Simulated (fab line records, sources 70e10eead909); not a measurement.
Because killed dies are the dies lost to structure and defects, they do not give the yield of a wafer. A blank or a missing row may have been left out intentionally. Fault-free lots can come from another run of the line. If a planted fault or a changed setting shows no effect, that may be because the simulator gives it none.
fab line records | flow nand-harc | part 1 of 2: steps 1 to 4 of 6
record: lots: 24 | wafers: 72 | last-day: 34
route steps=1302 shown A_ONON_D2@554 A_CHANNEL_HOLE_D2@587 A_CHANNEL_FILL_D2@621
lots with no fault: from the same line, run without faults
start-h: hours from the record's opening day to when the first of the lot's shown wafers began | wait-h: hours elapsed since this lot's preceding step | " identical to the entry in the row above | L1.1+2: a row that stands for several wafers | - value missing, or start not given | * or withheld: withheld | < > ~ a bound
route shown NAME@n: NAME is a module with steps in the file, n the number in the route of the first one | usual: the fault-free wafers' mean and standard deviation | same: alike in all rows | chamber/n: place in a boat | sites: the reading at each site | _std_site: the standard deviation of these | _edge_site: mean of outer sites minus mean of inner sites | radius-mm: for every site, how far away it sits from the centre of the wafer | mask NAME#n: copy n | behind: the last tool/chamber to shape the wafer | hold: why the lot went on hold/how many hours it stayed there/how the hold came to an end | device: the transistor (n, p or np) that didn't switch | end of line: tests run on the same wafers once the route is complete | a step without rows: its recipe alone | killed: count of dies lost to structure and defects at first sort (not the wafer's yield) | map: per-die view of a wafer (x killed, . not killed, _ where there is no die)
set.NAME: setting as actually run; set.NAME@STEP: the setting as run at that earlier step | model.NAME: the simulator's own value behind a step, which no gauge read
the route's steps for a sample of lots (tables are steps, rows are wafers)
services: from which hour (start-h, from the record's first day; less than 0 if before it) a tool's chamber was out of use, for how many hours, and why
== steps ==
step: NHARC_A_ONON_D2_THK_MEAS_14
recipe: thk-meas-gauge: ellipsometry
usual: thk-nm: 1001/7.9
lot.wafer | tool          | chamber | start-h | wait-h | thk-nm
L074.4    | film-metro-02 | -       | 283.46  | -      | 987
L074.5    | "             | -       | "       | "      | 989
L074.6    | "             | -       | "       | "      | 988
L075.2    | film-metro-01 | -       | 291.88  | -      | 1006
L075.3    | "             | -       | "       | "      | 1005
L075.5    | "             | -       | "       | "      | 1006
L076.2    | film-metro-02 | -       | 291.91  | -      | 995
L076.4    | "             | -       | "       | "      | 995
L076.5    | "             | -       | "       | "      | 996
L077.1    | film-metro-02 | -       | 309.01  | -      | 1002
L077.2    | "             | -       | "       | "      | 1001
L077.3    | "             | -       | "       | "      | 1002
L078.1    | film-metro-01 | -       | 316.03  | -      | 999
L078.3    | "             | -       | "       | "      | 1000
L078.4    | "             | -       | "       | "      | 998
L080.1    | film-metro-01 | -       | 325.96  | -      | 992
L080.3    | "             | -       | "       | "      | 992
L080.5    | "             | -       | "       | "      | 993
L079.1    | film-metro-02 | -       | 326.31  | -      | 1003
L079.2    | "             | -       | "       | "      | 1003
L079.4    | "             | -       | "       | "      | 1003
L081.1    | film-metro-01 | -       | 351.02  | -      | 1003
L081.3    | "             | -       | "       | "      | 1003
L081.4    | "             | -       | "       | "      | 1004
L082.1    | film-metro-02 | -       | 355.09  | -      | 1011
L082.3    | "             | -       | "       | "      | 1011
L082.6    | "             | -       | "       | "      | 1012
L083.1    | film-metro-02 | -       | 364.10  | -      | 1007
L083.4    | "             | -       | "       | "      | 1009
L083.6    | "             | -       | "       | "      | 1008
L084.2    | film-metro-01 | -       | 378.85  | -      | 1007
L084.5    | "             | -       | "       | "      | 1007
L084.6    | "             | -       | "       | "      | 1008
L085.1    | film-metro-01 | -       | 378.87  | -      | 991
L085.2    | "             | -       | "       | "      | 993
L085.3    | "             | -       | "       | "      | 993
L086.3    | film-metro-02 | -       | 389.72  | -      | 1011
L086.4    | "             | -       | "       | "      | 1010
L086.6    | "             | -       | "       | "      | 1011
L087.2    | film-metro-02 | -       | 411.53  | -      | 1004
L087.5    | "             | -       | "       | "      | 1004
L087.6    | "             | -       | "       | "      | 1003
L088.2    | film-metro-01 | -       | 425.28  | -      | 1003
L088.4    | "             | -       | "       | "      | 1003
L088.5    | "             | -       | "       | "      | 1004
L089.2    | film-metro-02 | -       | 425.29  | -      | 1010
L089.4    | "             | -       | "       | "      | 1010
L089.5    | "             | -       | "       | "      | 1011
L090.3    | film-metro-01 | -       | 437.73  | -      | 1006
L090.4    | "             | -       | "       | "      | 1005
L090.6    | "             | -       | "       | "      | 1004
L092.2    | film-metro-01 | -       | 455.00  | -      | 994
L092.4    | "             | -       | "       | "      | 995
L092.6    | "             | -       | "       | "      | 996
L091.3    | film-metro-02 | -       | 455.02  | -      | 999
L091.4    | "             | -       | "       | "      | 998
L091.6    | "             | -       | "       | "      | 999
L093.2    | film-metro-01 | -       | 460.78  | -      | 988
L093.5    | "             | -       | "       | "      | 986
L093.6    | "             | -       | "       | "      | 987
L094.2    | film-metro-01 | -       | 481.05  | -      | 992
L094.4    | "             | -       | "       | "      | 992
L094.6    | "             | -       | "       | "      | 991
L095.2    | film-metro-02 | -       | 490.05  | -      | 1012
L095.4    | "             | -       | "       | "      | 1011
L095.6    | "             | -       | "       | "      | 1013
L097.2    | film-metro-02 | -       | 513.30  | -      | 985
L097.4    | "             | -       | "       | "      | 982
L097.6    | "             | -       | "       | "      | 984
L096.1    | film-metro-01 | -       | 513.30  | -      | 1004
L096.2    | "             | -       | "       | "      | 1002
L096.3    | "             | -       | "       | "      | 1004
step: NHARC_A_CHANNEL_HOLE_D2_ETCH_39
recipe: target-depth-a: 2600 | over-etch-frac: 0.3 | time-s: 325 | ion-energy-ev: 200 | n2-flow-sccm: 150 | h2-flow-sccm: 150 | ar-flow-sccm: 0 | rf-w: 400 | bias-w: 150 | chemistry: N2/H2
usual: drypump-motor-current-A: 5.8/0.48 | h2-flow-sccm: 150.0/0.42 | oes-product-au: 0.997/0.0079 | rf-vpp-V: 430.5/2.4 | showerhead-plenum-p-Torr: 2.04/0.086 | throttle-valve-pct: 14.171/0.0084
lot.wafer | tool        | chamber | start-h | wait-h | drypump-motor-current-A | h2-flow-sccm | oes-product-au | rf-hours-counter-h | rf-vpp-V | showerhead-plenum-p-Torr | throttle-valve-pct
L074.4    | rie-diel-03 | 3       | -       | -      | 5.6                     | 150.2        | 0.999          | 0.2                | 426.3    | 1.90                     | 14.168
L074.6    | "           | 0       | "       | "      | 5.8                     | 149.7        | 1.013          | -                  | 431.0    | 2.07                     | 14.168
L074.5    | "           | 1       | "       | "      | 4.7                     | 149.9        | 1.004          | -                  | 432.0    | 2.14                     | 14.173
L076.2    | rie-diel-03 | 3       | -       | -      | 5.5                     | 149.9        | 1.006          | 0.9                | 426.1    | 1.90                     | 14.170
L076.5    | "           | 1       | "       | "      | 4.7                     | 150.0        | 1.001          | -                  | 431.5    | 2.14                     | 14.178
L076.4    | "           | 2       | "       | "      | 6.6                     | 149.3        | 0.989          | -                  | 435.6    | 2.16                     | 14.172
L075.2    | rie-diel-13 | 2       | -       | -      | 5.2                     | 150.2        | 0.996          | 7.4                | 426.0    | 1.90                     | 14.183
L075.3    | "           | 3       | "       | "      | 6.2                     | 150.0        | 0.998          | 8.3                | 427.0    | 1.97                     | 14.172
L075.5    | "           | 2       | "       | "      | 5.2                     | 150.0        | 0.995          | -                  | 426.4    | 1.90                     | 14.153
L078.4    | rie-diel-12 | 1       | -       | -      | 6.1                     | 150.1        | 0.999          | 2.0                | 432.7    | 2.09                     | 14.180
L078.3    | "           | 3       | "       | "      | 6.0                     | 150.9        | 1.006          | 1.9                | 428.4    | 1.96                     | 14.184
L078.1    | "           | 0       | "       | "      | 5.5                     | 149.8        | 0.998          | 2.0                | 431.5    | 2.10                     | 14.172
L077.1    | rie-diel-03 | 0       | -       | -      | 5.8                     | 150.5        | 1.009          | 0.6                | 431.4    | 2.07                     | 14.164
L077.2    | "           | 1       | "       | "      | 4.7                     | 150.2        | 1.011          | 2.2                | 433.7    | 2.14                     | 14.175
L077.3    | "           | 2       | "       | "      | 6.6                     | 150.0        | 0.992          | 2.1                | 433.2    | 2.16                     | 14.180
L079.1    | rie-diel-03 | 2       | -       | -      | 6.6                     | 149.9        | 1.002          | 3.4                | 433.7    | 2.16                     | 14.169
L079.2    | "           | 1       | "       | "      | 4.7                     | 149.6        | 1.008          | 3.8                | 432.5    | 2.14                     | 14.186
L079.4    | "           | 3       | "       | "      | 5.6                     | 149.1        | 0.998          | -                  | 425.9    | 1.90                     | 14.177
L080.3    | rie-diel-12 | 2       | -       | -      | 5.8                     | 150.1        | 0.996          | 2.7                | 430.7    | 2.01                     | 14.177
L080.1    | "           | 3       | "       | "      | 6.0                     | 149.9        | 1.004          | 2.7                | 429.7    | 1.96                     | 14.191
L080.5    | "           | 2       | "       | "      | 5.8                     | 150.0        | 1.004          | -                  | 429.6    | 2.01                     | 14.177
L082.1    | rie-diel-13 | 0       | -       | -      | 5.9                     | 150.4        | 1.011          | 1.7                | 433.2    | 2.10                     | 14.174
L082.3    | "           | 3       | "       | "      | 6.2                     | 150.0        | 0.989          | 2.2                | 427.3    | 1.97                     | 14.176
L082.6    | "           | 1       | "       | "      | 6.1                     | 149.7        | 0.987          | -                  | 431.3    | 2.06                     | 14.166
L081.4    | rie-diel-03 | 2       | -       | -      | 6.6                     | 150.0        | 1.000          | 5.6                | 433.7    | 2.16                     | 14.178
L081.1    | "           | 3       | "       | "      | 5.5                     | 150.3        | 1.008          | 5.0                | 427.6    | 1.89                     | 14.167
L081.3    | "           | 1       | "       | "      | 4.7                     | 150.1        | 1.001          | 6.0                | 433.4    | 2.14                     | 14.176
L083.4    | rie-diel-12 | 1       | -       | -      | 6.1                     | 150.0        | 1.002          | 5.6                | 431.4    | 2.09                     | 14.176
L083.1    | "           | 2       | "       | "      | 5.7                     | 150.1        | 0.985          | 5.0                | 430.0    | 2.01                     | 14.168
L083.6    | "           | 0       | "       | "      | 5.5                     | 150.0        | 0.997          | -                  | 431.3    | 2.09                     | 14.163
L084.2    | rie-diel-13 | 0       | -       | -      | 5.9                     | 149.5        | 1.000          | 2.6                | 433.5    | 2.10                     | 14.180
L084.5    | "           | 0       | "       | "      | 5.9                     | 149.2        | 0.996          | -                  | 432.6    | 2.10                     | 14.166
L084.6    | "           | 1       | "       | "      | 6.1                     | 150.1        | 0.986          | -                  | 431.3    | 2.06                     | 14.181
L085.1    | rie-diel-12 | 3       | -       | -      | 6.0                     | 149.8        | 0.994          | 6.1                | 428.7    | 1.96                     | 14.180
L085.3    | "           | 0       | "       | "      | 5.5                     | 149.9        | 0.999          | 6.7                | 433.5    | 2.09                     | 14.154
L085.2    | "           | 1       | "       | "      | 6.1                     | 150.1        | 1.007          | 6.1                | 432.7    | 2.09                     | 14.159
L086.4    | rie-diel-13 | 1       | -       | -      | 6.1                     | 150.7        | 0.991          | 2.9                | 431.1    | 2.06                     | 14.163
L086.3    | "           | 2       | "       | "      | 5.2                     | 150.6        | 0.997          | 3.3                | 429.6    | 1.90                     | 14.152
L086.6    | "           | 0       | "       | "      | 5.9                     | 150.4        | 1.000          | -                  | 430.5    | 2.10                     | 14.166
L087.2    | rie-diel-13 | 1       | -       | -      | 6.1                     | 150.6        | 1.001          | 4.6                | 430.3    | 2.06                     | 14.163
L087.6    | "           | 1       | "       | "      | 6.1                     | 150.2        | 0.989          | -                  | 431.1    | 2.06                     | 14.154
L087.5    | "           | 2       | "       | "      | 5.2                     | 150.2        | 0.990          | -                  | 426.8    | 1.90                     | 14.167
L088.2    | rie-diel-12 | 1       | -       | -      | 6.1                     | 148.5        | 0.986          | 7.9                | 432.7    | 2.09                     | 14.182
L088.4    | "           | 0       | "       | "      | 5.5                     | 150.6        | 0.986          | 8.5                | 431.5    | 2.09                     | 14.181
L088.5    | "           | 1       | "       | "      | 6.1                     | 149.3        | 0.979          | -                  | 431.0    | 2.09                     | 14.175
L089.4    | rie-diel-13 | 1       | -       | -      | 6.1                     | 149.9        | 0.994          | 5.3                | 432.5    | 2.06                     | 14.173
L089.2    | "           | 3       | "       | "      | 6.2                     | 150.5        | 0.993          | 6.3                | 428.7    | 1.97                     | 14.167
L089.5    | "           | 1       | "       | "      | 6.1                     | 150.5        | 0.999          | -                  | 430.0    | 2.06                     | 14.168
L090.3    | rie-diel-13 | 2       | -       | -      | 5.2                     | 149.9        | 0.983          | 6.2                | 427.8    | 1.90                     | 14.168
L090.4    | "           | 0       | "       | "      | 5.9                     | 149.5        | 0.995          | 6.7                | 433.0    | 2.10                     | 14.178
L090.6    | "           | 2       | "       | "      | 5.2                     | 150.1        | 0.982          | -                  | 427.0    | 1.90                     | 14.165
L092.2    | rie-diel-12 | 0       | -       | -      | 5.5                     | 150.3        | 0.989          | 0.5                | 431.7    | 2.09                     | 14.184
L092.4    | "           | 1       | "       | "      | 6.1                     | 150.7        | 0.998          | 0.5                | 431.1    | 2.09                     | 14.175
L092.6    | "           | 0       | "       | "      | 5.5                     | 150.7        | 0.996          | -                  | 432.2    | 2.09                     | 14.164
L091.3    | rie-diel-03 | 2       | -       | -      | 6.6                     | 150.2        | 1.000          | 0.1                | 435.6    | 2.16                     | 14.163
L091.4    | "           | 3       | "       | "      | 5.5                     | 150.0        | 0.996          | 0.1                | 426.3    | 1.89                     | 14.159
L091.6    | "           | 2       | "       | "      | 6.6                     | 150.3        | 0.992          | -                  | 433.0    | 2.16                     | 14.154
L093.2    | rie-diel-13 | 1       | -       | -      | 6.1                     | 149.9        | 1.002          | 7.7                | 430.4    | 2.06                     | 14.177
L093.5    | "           | 3       | "       | "      | 6.2                     | 149.5        | 0.995          | -                  | 428.2    | 1.97                     | 14.171
L093.6    | "           | 0       | "       | "      | 5.9                     | 150.3        | 1.002          | -                  | 431.1    | 2.10                     | 14.185
L094.4    | rie-diel-12 | 1       | -       | -      | 6.1                     | 150.0        | 0.997          | 2.7                | 431.8    | 2.09                     | 14.176
L094.2    | "           | 2       | "       | "      | 5.7                     | 150.1        | 0.990          | 2.4                | 429.4    | 2.01                     | 14.175
L094.6    | "           | 0       | "       | "      | 5.5                     | 150.4        | 1.003          | -                  | 432.0    | 2.09                     | 14.172
L095.4    | rie-diel-13 | 3       | -       | -      | 6.2                     | 149.7        | 0.996          | 11.4               | 429.8    | 1.97                     | 14.169
L095.2    | "           | 1       | "       | "      | 6.1                     | 150.2        | 1.000          | 10.6               | 431.9    | 2.06                     | 14.172
L095.6    | "           | 3       | "       | "      | 6.2                     | 149.1        | 1.000          | -                  | 428.1    | 1.97                     | 14.172
L097.4    | rie-diel-03 | 2       | -       | -      | 6.6                     | 149.9        | 0.992          | 2.2                | 433.7    | 2.15                     | 14.179
L097.2    | "           | 3       | "       | "      | 5.6                     | 149.9        | 0.993          | 2.5                | 427.4    | 1.89                     | 14.179
L097.6    | "           | 2       | "       | "      | 6.6                     | 149.7        | 0.987          | -                  | 434.8    | 2.15                     | 14.174
L096.3    | rie-diel-13 | 0       | -       | -      | 5.9                     | 150.4        | 0.999          | 0.1                | 432.0    | 2.10                     | 14.173
L096.1    | "           | 2       | "       | "      | 5.2                     | 150.0        | 0.983          | 0.1                | 426.5    | 1.90                     | 14.172
L096.2    | "           | 3       | "       | "      | 6.2                     | 150.1        | 0.990          | 0.1                | 427.1    | 1.97                     | 14.155
step: NHARC_A_CHANNEL_HOLE_D2_STRIP_28
recipe: o2-flow-sccm: 500 | ar-flow-sccm: 0 | bias-w: 0 | chemistry: O2
usual: drypump-motor-current-A: 5.8/0.42 | oes-product-au: 0.997/0.0081 | rf-vpp-V: 57.8/0.72 | showerhead-plenum-p-Torr: 3.52/0.13 | throttle-valve-pct: 17.037/0.0091
lot.wafer | tool        | chamber | start-h | wait-h | drypump-motor-current-A | oes-product-au | rf-hours-counter-h | rf-vpp-V | showerhead-plenum-p-Torr | throttle-valve-pct
L074.4    | rie-diel-12 | 0       | -       | -      | 5.5                     | 0.983          | -                  | 58.2     | 3.62                     | 17.035
L074.6    | "           | 1       | "       | "      | 6.1                     | 0.989          | -                  | 58.3     | 3.61                     | 17.043
L074.5    | "           | 3       | "       | "      | 6.0                     | 1.011          | -                  | 57.1     | 3.41                     | 17.038
L076.2    | rie-diel-03 | 2       | -       | -      | 6.6                     | 0.986          | 1.8                | 58.3     | 3.71                     | 17.043
L076.5    | "           | 3       | "       | "      | 5.5                     | 0.995          | -                  | 58.1     | 3.30                     | 17.037
L076.4    | "           | 1       | "       | "      | 4.7                     | 0.997          | -                  | 56.7     | 3.68                     | 17.044
L075.3    | rie-diel-12 | 3       | -       | -      | 6.0                     | 1.014          | 1.6                | 57.7     | 3.41                     | 17.042
L075.2    | "           | 0       | "       | "      | 5.5                     | 0.999          | 1.6                | 57.0     | 3.62                     | 17.038
L075.5    | "           | 2       | "       | "      | 5.7                     | 1.000          | -                  | 58.3     | 3.48                     | 17.045
L078.3    | rie-diel-12 | 1       | -       | -      | 6.1                     | 1.009          | 2.8                | 57.8     | 3.61                     | 17.024
L078.1    | "           | 3       | "       | "      | 6.0                     | 1.014          | 2.3                | 57.3     | 3.41                     | 17.047
L078.4    | "           | 0       | "       | "      | 5.5                     | 1.000          | 2.6                | 58.2     | 3.62                     | 17.045
L077.1    | rie-diel-12 | 0       | -       | -      | 5.5                     | 0.985          | 2.8                | 58.7     | 3.62                     | 17.045
L077.3    | "           | 1       | "       | "      | 6.1                     | 0.990          | 3.0                | 58.0     | 3.61                     | 17.023
L077.2    | "           | 2       | "       | "      | 5.8                     | 0.990          | 2.5                | 57.3     | 3.48                     | 17.029
L079.1    | rie-diel-12 | 0       | -       | -      | 5.5                     | 1.000          | 3.7                | 55.9     | 3.61                     | 17.047
L079.4    | "           | 1       | "       | "      | 6.1                     | 0.997          | 3.6                | 58.0     | 3.61                     | 17.034
L079.2    | "           | 3       | "       | "      | 6.0                     | 1.001          | 3.4                | 58.3     | 3.41                     | 17.039
L080.3    | rie-diel-03 | 2       | -       | -      | 6.6                     | 1.004          | 4.3                | 57.8     | 3.71                     | 17.037
L080.1    | "           | 3       | "       | "      | 5.6                     | 1.000          | 4.4                | 58.6     | 3.30                     | 17.051
L080.5    | "           | 1       | "       | "      | 4.7                     | 1.013          | -                  | 57.4     | 3.68                     | 17.037
L082.3    | rie-diel-12 | 2       | -       | -      | 5.7                     | 0.990          | 4.8                | 57.4     | 3.48                     | 17.056
L082.1    | "           | 1       | "       | "      | 6.1                     | 0.986          | 5.5                | 58.4     | 3.61                     | 17.044
L082.6    | "           | 3       | "       | "      | 6.0                     | 1.003          | -                  | 58.5     | 3.41                     | 17.034
L081.3    | rie-diel-03 | 2       | -       | -      | 6.6                     | 0.997          | 6.2                | 58.8     | 3.71                     | 17.035
L081.4    | "           | 3       | "       | "      | 5.6                     | 1.011          | 5.9                | 57.1     | 3.30                     | 17.036
L081.1    | "           | 1       | "       | "      | 4.7                     | 1.004          | 6.5                | 58.2     | 3.68                     | 17.041
L083.1    | rie-diel-13 | 2       | -       | -      | 5.2                     | 0.980          | 2.5                | 56.5     | 3.31                     | 17.025
L083.4    | "           | 1       | "       | "      | 6.1                     | 0.996          | 2.1                | 58.1     | 3.56                     | 17.042
L083.6    | "           | 2       | "       | "      | 5.2                     | 0.993          | -                  | 57.7     | 3.31                     | 17.022
L084.2    | rie-diel-03 | 0       | -       | -      | 5.8                     | 1.010          | 4.9                | 58.6     | 3.57                     | 17.031
L084.5    | "           | 2       | "       | "      | 6.7                     | 1.001          | -                  | 58.3     | 3.71                     | 17.036
L084.6    | "           | 3       | "       | "      | 5.6                     | 1.002          | -                  | 57.7     | 3.30                     | 17.053
L085.1    | rie-diel-12 | 0       | -       | -      | 5.5                     | 0.991          | 7.2                | 57.9     | 3.61                     | 17.035
L085.3    | "           | 2       | "       | "      | 5.8                     | 0.984          | 7.0                | 57.2     | 3.48                     | 17.030
L085.2    | "           | 3       | "       | "      | 6.0                     | 1.002          | 6.6                | 58.5     | 3.41                     | 17.030
L086.4    | rie-diel-13 | 1       | -       | -      | 6.1                     | 1.001          | 4.1                | 58.8     | 3.56                     | 17.040
L086.3    | "           | 2       | "       | "      | 5.2                     | 1.000          | 4.6                | 57.4     | 3.31                     | 17.051
L086.6    | "           | 1       | "       | "      | 6.1                     | 1.004          | -                  | 57.8     | 3.55                     | 17.043
L087.2    | rie-diel-12 | 0       | -       | -      | 5.5                     | 0.986          | 8.2                | 57.0     | 3.61                     | 17.039
L087.6    | "           | 3       | "       | "      | 6.0                     | 0.992          | -                  | 57.5     | 3.41                     | 17.037
L087.5    | "           | 0       | "       | "      | 5.5                     | 0.988          | -                  | 57.5     | 3.61                     | 17.058
L088.2    | rie-diel-13 | 0       | -       | -      | 5.9                     | 0.998          | 6.5                | 58.3     | 3.63                     | 17.052
L088.4    | "           | 1       | "       | "      | 6.1                     | 0.998          | 5.7                | 56.8     | 3.55                     | 17.039
L088.5    | "           | 1       | "       | "      | 6.1                     | 0.995          | -                  | 58.3     | 3.55                     | 17.039
L089.4    | rie-diel-03 | 0       | -       | -      | 5.8                     | 0.989          | 6.6                | 58.6     | 3.57                     | 17.033
L089.2    | "           | 2       | "       | "      | 6.6                     | 0.996          | 9.4                | 58.0     | 3.71                     | 17.043
L089.5    | "           | 0       | "       | "      | 5.8                     | 0.990          | -                  | 58.6     | 3.57                     | 17.038
L090.3    | rie-diel-12 | 0       | -       | -      | 5.5                     | 1.006          | 0.3                | 58.6     | 3.61                     | 17.042
L090.4    | "           | 3       | "       | "      | 6.0                     | 0.995          | 0.3                | 56.9     | 3.41                     | 17.043
L090.6    | "           | 1       | "       | "      | 6.1                     | 0.999          | -                  | 57.3     | 3.61                     | 17.016
L092.4    | rie-diel-03 | 0       | -       | -      | 5.8                     | 1.008          | 0.7                | 58.5     | 3.57                     | 17.044
L092.2    | "           | 2       | "       | "      | 6.6                     | 1.005          | 0.6                | 57.9     | 3.71                     | 17.056
L092.6    | "           | 0       | "       | "      | 5.8                     | 1.012          | -                  | 57.6     | 3.57                     | 17.013
L091.3    | rie-diel-13 | 0       | -       | -      | 5.9                     | 0.991          | 9.2                | 58.2     | 3.62                     | 17.046
L091.4    | "           | 3       | "       | "      | 6.2                     | 0.983          | -                  | 57.0     | 3.42                     | 17.035
L091.6    | "           | 0       | "       | "      | 5.9                     | 0.990          | -                  | 58.9     | 3.62                     | 17.043
L093.2    | rie-diel-12 | 1       | -       | -      | 6.1                     | 1.002          | 1.7                | 59.3     | 3.61                     | 17.035
L093.5    | "           | 3       | "       | "      | 6.0                     | 1.002          | -                  | 57.1     | 3.41                     | 17.036
L093.6    | "           | 0       | "       | "      | 5.5                     | 1.007          | -                  | 58.4     | 3.61                     | 17.036
L094.2    | rie-diel-13 | 2       | -       | -      | 5.2                     | 0.980          | 11.5               | 57.7     | 3.31                     | 17.048
L094.4    | "           | 3       | "       | "      | 6.2                     | 0.986          | 11.3               | 58.0     | 3.41                     | 17.028
L094.6    | "           | 1       | "       | "      | 6.1                     | 0.989          | -                  | 56.8     | 3.55                     | 17.031
L095.4    | rie-diel-12 | 3       | -       | -      | 6.0                     | 0.996          | 3.0                | 58.0     | 3.40                     | 17.038
L095.2    | "           | 0       | "       | "      | 5.5                     | 0.993          | 3.4                | 57.9     | 3.61                     | 17.039
L095.6    | "           | 3       | "       | "      | 6.0                     | 0.994          | -                  | 56.6     | 3.40                     | 17.051
L097.4    | rie-diel-12 | 1       | -       | -      | 6.1                     | 0.998          | 4.1                | 58.0     | 3.61                     | 17.045
L097.2    | "           | 2       | "       | "      | 5.8                     | 0.994          | 3.8                | 56.6     | 3.48                     | 17.039
L097.6    | "           | 0       | "       | "      | 5.5                     | 0.989          | -                  | 57.9     | 3.61                     | 17.048
L096.2    | rie-diel-12 | 2       | -       | -      | 5.8                     | 0.995          | 3.9                | 58.8     | 3.48                     | 17.045
L096.3    | "           | 3       | "       | "      | 6.0                     | 0.997          | 3.6                | 56.8     | 3.40                     | 17.023
L096.1    | "           | 1       | "       | "      | 6.1                     | 0.992          | 4.3                | 57.6     | 3.61                     | 17.044
step: NHARC_A_CHANNEL_HOLE_D2_XSEM_32
recipe: landing-energy-ev: 35000
usual: bot-cd-nm: 74.8/1.2 | bow-nm: 8.54/0.26 | tilt-deg: 0.07/0.04
lot.wafer | tool    | chamber | start-h | wait-h | bot-cd-nm | bow-nm | tilt-deg
L074.4    | xsem-01 | 0       | 304.06  | 0.1    | 74.5      | 8.58   | 0.05
L074.5    | "       | 0       | "       | "      | 73.9      | 8.54   | 0.05
L074.6    | "       | 0       | "       | "      | 74.1      | 8.48   | 0.05
L076.2    | xsem-02 | 0       | 313.85  | 0.1    | 73.6      | 8.35   | 0.12
L076.4    | "       | 0       | "       | "      | 73.0      | 8.38   | 0.12
L076.5    | "       | 0       | "       | "      | 73.1      | 8.31   | 0.12
L075.2    | xsem-01 | 0       | 314.93  | 0.1    | 73.6      | 8.35   | 0.02
L075.3    | "       | 0       | "       | "      | 73.5      | 8.31   | 0.02
L075.5    | "       | 0       | "       | "      | 74.9      | 8.36   | 0.02
L078.1    | xsem-02 | 0       | 334.56  | 0.1    | 74.9      | 8.48   | 0.15
L078.3    | "       | 0       | "       | "      | 75.0      | 8.44   | 0.15
L078.4    | "       | 0       | "       | "      | 74.4      | 8.37   | 0.15
L077.1    | xsem-02 | 0       | 338.68  | 0.1    | 73.4      | 9.10   | 0.04
L077.2    | "       | 0       | "       | "      | 74.3      | 9.17   | 0.04
L077.3    | "       | 0       | "       | "      | 75.9      | 9.07   | 0.05
L079.1    | xsem-01 | 0       | 346.43  | 0.1    | 76.1      | 9.05   | 0.04
L079.2    | "       | 0       | "       | "      | 75.9      | 8.99   | 0.04
L079.4    | "       | 0       | "       | "      | 75.2      | 9.07   | 0.04
L080.1    | xsem-02 | 0       | 350.16  | 0.1    | 76.5      | 8.40   | 0.07
L080.3    | "       | 0       | "       | "      | 74.5      | 8.37   | 0.06
L080.5    | "       | 0       | "       | "      | 76.4      | 8.34   | 0.06
L082.1    | xsem-01 | 0       | 373.12  | 0.1    | 75.7      | 8.46   | 0.02
L082.3    | "       | 0       | "       | "      | 74.5      | 8.59   | 0.02
L082.6    | "       | 0       | "       | "      | 76.2      | 8.50   | 0.02
L081.1    | xsem-02 | 0       | 376.19  | 0.1    | 74.2      | 8.51   | 0.08
L081.3    | "       | 0       | "       | "      | 74.5      | 8.55   | 0.08
L081.4    | "       | 0       | "       | "      | 74.3      | 8.55   | 0.08
L083.1    | xsem-02 | 0       | 384.75  | 0.1    | 75.4      | 8.40   | 0.06
L083.4    | "       | 0       | "       | "      | 72.4      | 8.41   | 0.06
L083.6    | "       | 0       | "       | "      | 74.1      | 8.46   | 0.06
L084.2    | xsem-01 | 0       | 401.25  | 0.1    | 76.3      | 8.58   | -0.01
L084.5    | "       | 0       | "       | "      | 76.0      | 8.50   | -0.01
L084.6    | "       | 0       | "       | "      | 75.8      | 8.64   | -0.01
L085.1    | xsem-02 | 0       | 404.10  | 0.1    | 75.3      | 8.46   | 0.11
L085.2    | "       | 0       | "       | "      | 74.8      | 8.42   | 0.11
L085.3    | "       | 0       | "       | "      | 75.7      | 8.43   | 0.11
L086.3    | xsem-01 | 0       | 409.84  | 0.1    | 76.2      | 8.72   | 0.06
L086.4    | "       | 0       | "       | "      | 75.4      | 8.64   | 0.06
L086.6    | "       | 0       | "       | "      | 74.7      | 8.64   | 0.06
L087.2    | xsem-02 | 0       | 433.63  | 0.1    | 73.5      | 8.81   | 0.10
L087.5    | "       | 0       | "       | "      | 74.3      | 8.81   | 0.10
L087.6    | "       | 0       | "       | "      | 73.9      | 8.83   | 0.10
L088.2    | xsem-01 | 0       | 445.41  | 0.1    | 76.2      | 8.67   | 0.09
L088.4    | "       | 0       | "       | "      | 74.8      | 8.70   | 0.09
L088.5    | "       | 0       | "       | "      | 74.5      | 8.69   | 0.09
L089.2    | xsem-02 | 0       | 445.57  | 0.1    | 72.4      | 8.04   | 0.07
L089.4    | "       | 0       | "       | "      | 72.7      | 8.05   | 0.07
L089.5    | "       | 0       | "       | "      | 73.2      | 8.07   | 0.07
L090.3    | xsem-02 | 0       | 461.41  | 0.1    | 74.3      | 8.68   | 0.01
L090.4    | "       | 0       | "       | "      | 74.5      | 8.70   | 0.01
L090.6    | "       | 0       | "       | "      | 74.1      | 8.61   | 0.01
L092.2    | xsem-02 | 0       | 474.90  | 0.1    | 77.7      | 8.19   | 0.13
L092.4    | "       | 0       | "       | "      | 77.1      | 8.16   | 0.13
L092.6    | "       | 0       | "       | "      | 76.7      | 8.24   | 0.13
L091.3    | xsem-01 | 0       | 478.91  | 0.1    | 76.4      | 8.38   | 0.12
L091.4    | "       | 0       | "       | "      | 75.5      | 8.38   | 0.12
L091.6    | "       | 0       | "       | "      | 75.7      | 8.38   | 0.12
L093.2    | xsem-02 | 0       | 480.66  | 0.1    | 73.6      | 8.84   | 0.08
L093.5    | "       | 0       | "       | "      | 73.0      | 8.72   | 0.08
L093.6    | "       | 0       | "       | "      | 73.4      | 8.73   | 0.08
L094.2    | xsem-01 | 0       | 504.07  | 0.1    | 74.6      | 8.73   | 0.06
L094.4    | "       | 0       | "       | "      | 74.5      | 8.71   | 0.06
L094.6    | "       | 0       | "       | "      | 73.4      | 8.75   | 0.06
L095.2    | xsem-02 | 0       | 512.41  | 0.1    | 75.8      | 8.80   | 0.03
L095.4    | "       | 0       | "       | "      | 75.4      | 8.70   | 0.03
L095.6    | "       | 0       | "       | "      | 74.3      | 8.75   | 0.03
L097.2    | xsem-02 | 0       | 534.19  | 0.1    | 75.1      | 8.45   | 0.10
L097.4    | "       | 0       | "       | "      | 76.3      | 8.52   | 0.10
L097.6    | "       | 0       | "       | "      | 74.9      | 8.50   | 0.10
L096.1    | xsem-01 | 0       | 535.55  | 0.1    | 74.9      | 8.02   | 0.06
L096.2    | "       | 0       | "       | "      | 74.0      | 8.04   | 0.06
L096.3    | "       | 0       | "       | "      | 73.3      | 7.98   | 0.06
